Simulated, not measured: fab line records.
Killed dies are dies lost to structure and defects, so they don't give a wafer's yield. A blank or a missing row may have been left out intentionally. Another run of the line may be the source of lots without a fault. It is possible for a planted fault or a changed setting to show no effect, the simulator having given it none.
What tool caused it? || flow nandHarc || route of 1302 steps, sampled at 1 step: 14 lots, 40 wafers

## WHAT THE GAUGES SHOWED, per wafer
NHARC_A_SLIT_INSPECT_11.
{"lot": "L990", "measured": "day 20 09:11", "on": "defectInspect-02", "rawDefectCount": "63 49 83"}
{"lot": "L992", "measured": "day 21 04:07", "on": "defectInspect-02", "rawDefectCount": "24 23 13"}
{"lot": "L993", "measured": "day 21 05:42", "on": "defectInspect-01", "rawDefectCount": "133 110 109"}
{"lot": "L994", "measured": "day 21 05:56", "on": "defectInspect-01", "rawDefectCount": "28 29 21"}
{"lot": "L996", "measured": "day 21 16:28", "on": "defectInspect-02", "rawDefectCount": "69 70 69"}
{"lot": "L998", "measured": "day 23 13:46", "on": "defectInspect-01", "rawDefectCount": "138 119"}
{"lot": "L102", "measured": "day 24 10:11", "on": "defectInspect-02", "rawDefectCount": "32 41"}
{"lot": "L103", "measured": "day 25 09:22", "on": "defectInspect-01", "rawDefectCount": "23 26 30"}
{"lot": "L104", "measured": "day 25 09:31", "on": "defectInspect-01", "rawDefectCount": "71 91 81"}
{"lot": "L105", "measured": "day 26 07:58", "on": "defectInspect-02", "rawDefectCount": "26 16 15"}
{"lot": "L108", "measured": "day 26 15:23", "on": "defectInspect-02", "rawDefectCount": "58 58 54"}
{"lot": "L110", "measured": "day 28 14:34", "on": "defectInspect-01", "rawDefectCount": "74 49 45"}
{"lot": "L112", "measured": "day 28 21:30", "on": "defectInspect-01", "rawDefectCount": "6 10 18"}
{"lot": "L111", "measured": "day 29 10:14", "on": "defectInspect-02", "rawDefectCount": "31 37 41"}

## WHAT TOOL EACH LOT RAN ON (gives the tool, then ch and the chambers of the sampled wafers, and finally the start)
Before these readings, the record contains no process step.

## WHAT THE TOOLS THEMSELVES READ (means of the sampled wafers that have a number; where no wafer has one, the mark that the record gives instead)
The record holds no such reading with a usual standard deviation.

## THE ANSWER, worked out from the rows above alone
Rule: what is usual is taken from the lots themselves. Put in order of their means at a reading, lots are off if they are a third of the lots or fewer, leave a main group of 4 or more, and stand apart from it by a gap of 3 or more times the standard deviation of the main group's means; of several such gaps the widest counts. Not used: any main group whose means are identical at the precision the tables above print for the reading. Also off: a lot with no number at a reading for which 4 or more lots have one. Any other lot the step has rows for is counted as sound. After the gauges, taken in route order, come the tools' own readings; for these a lot's mean is taken, as printed above. The first step at which some lot is off is used, and at that step the reading that is off furthest; a lot without a number counts as furthest.
No lot is off on any of the readings shown, so nothing can be concluded from this.

## WHAT HAD BEEN PUT IN BY THE SIMULATOR
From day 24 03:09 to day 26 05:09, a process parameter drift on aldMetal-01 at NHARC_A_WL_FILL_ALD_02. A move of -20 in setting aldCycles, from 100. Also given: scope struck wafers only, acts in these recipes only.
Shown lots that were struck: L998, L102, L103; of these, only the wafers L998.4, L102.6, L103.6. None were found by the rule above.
